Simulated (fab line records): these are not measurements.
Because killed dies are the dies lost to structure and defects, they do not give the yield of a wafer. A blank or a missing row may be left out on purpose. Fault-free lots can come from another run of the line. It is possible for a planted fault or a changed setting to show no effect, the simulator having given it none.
A single fault, viewed from 3 desks | flow n5-finfet | what lay behind the numbers comes last; until then each desk has only its own

THE DEFECT DESK
What the inspections along the route counted, lot by lot: means of the sampled wafers that have a number. Any lot whose mean is over 4 standard deviations away from the usual mean is out of limits and marked OUT; that distance is given in the brackets.
Columns: A = raw-defect-count at N5_BEOL_M9_INSPECT_58, usual 81
lot  | first seen here | A
L571 | day 10 14:53    | 64
L572 | day 10 15:44    | 141
L573 | day 11 07:33    | 81
L574 | day 11 08:13    | 62
L575 | day 11 15:49    | 88
L577 | day 11 16:08    | 79
L579 | day 12 15:15    | 120
L582 | day 13 19:14    | 90
L584 | day 13 21:48    | 182
L591 | day 15 08:47    | 88
L592 | day 15 21:56    | 102
L593 | day 16 17:35    | 60
This desk's finding: nothing out of limits on any of the 12 lots.

AT THE TOOL OWNER'S DESK: litho-track-01
The tool's own readings at N5_BEOL_M10_COAT_60 (time 60 s, resist thk 30 nm): means of the sampled wafers that have a number, for each lot that ran on this tool. Any lot whose mean is over 4 standard deviations away from the usual mean is out of limits and marked OUT; that distance is given in the brackets.
Columns: A = spin-speed-rpm at N5_BEOL_M10_COAT_60, usual 1499.9 rpm
lot  | first seen here | A
L571 | day 10 17:16    | 1500.1
L573 | day 11 10:49    | 1501.1
L591 | day 15 11:56    | 1371.9 (-99 or more) OUT
L593 | day 16 20:18    | 1371.8 (-99 or more) OUT
This desk's verdict: out of limits on L591, L593, starting with L591 at day 15 11:56 (spin-speed-rpm at N5_BEOL_M10_COAT_60). L571, L573: within limits.

METROLOGY DESK
Lot by lot, what the gauges showed, no matter which tool ran the lot: averages of those sampled wafers that carry a number. Any lot whose mean is over 4 standard deviations away from the usual mean is out of limits and marked OUT; that distance is given in the brackets.
Columns: A = M10_ILD_THK at N5_BEOL_M10_THK_MEAS_01, usual 268 nm
lot  | first seen here | A
L571 | day 10 15:38    | 272
L572 | day 10 16:22    | 273
L573 | day 11 08:39    | 263
L574 | day 11 08:50    | 267
L575 | day 11 16:29    | 265
L577 | day 11 16:58    | 269
L579 | day 12 15:53    | 266
L582 | day 13 19:52    | 269
L584 | day 13 22:26    | 268
L591 | day 15 09:25    | 268
L592 | day 15 22:34    | 273
L593 | day 16 18:16    | 268
This desk's finding: nothing out of limits on any of the 12 lots.

BROUGHT TOGETHER
At day 15 11:56, on L591, L593, the tool owner's desk was in a position to raise an alarm.
Nothing out of limits was seen by the defect desk.
Metrology desk: nothing out of limits seen.
The defect desk has L591, L593 on record, within its limits.
The metrology desk has L591, L593 on record, within its limits.
Every lot named ran N5_BEOL_M10_COAT_60 on litho-track-01.

WHAT WAS PUT IN BY THE SIMULATOR
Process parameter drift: litho-track-01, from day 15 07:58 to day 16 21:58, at N5_BEOL_M10_COAT_60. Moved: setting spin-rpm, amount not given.
Shown lots that were struck: L591, L593.
Each desk's first reading out of limits, in hours after the fault started: the tool owner's desk, 4.
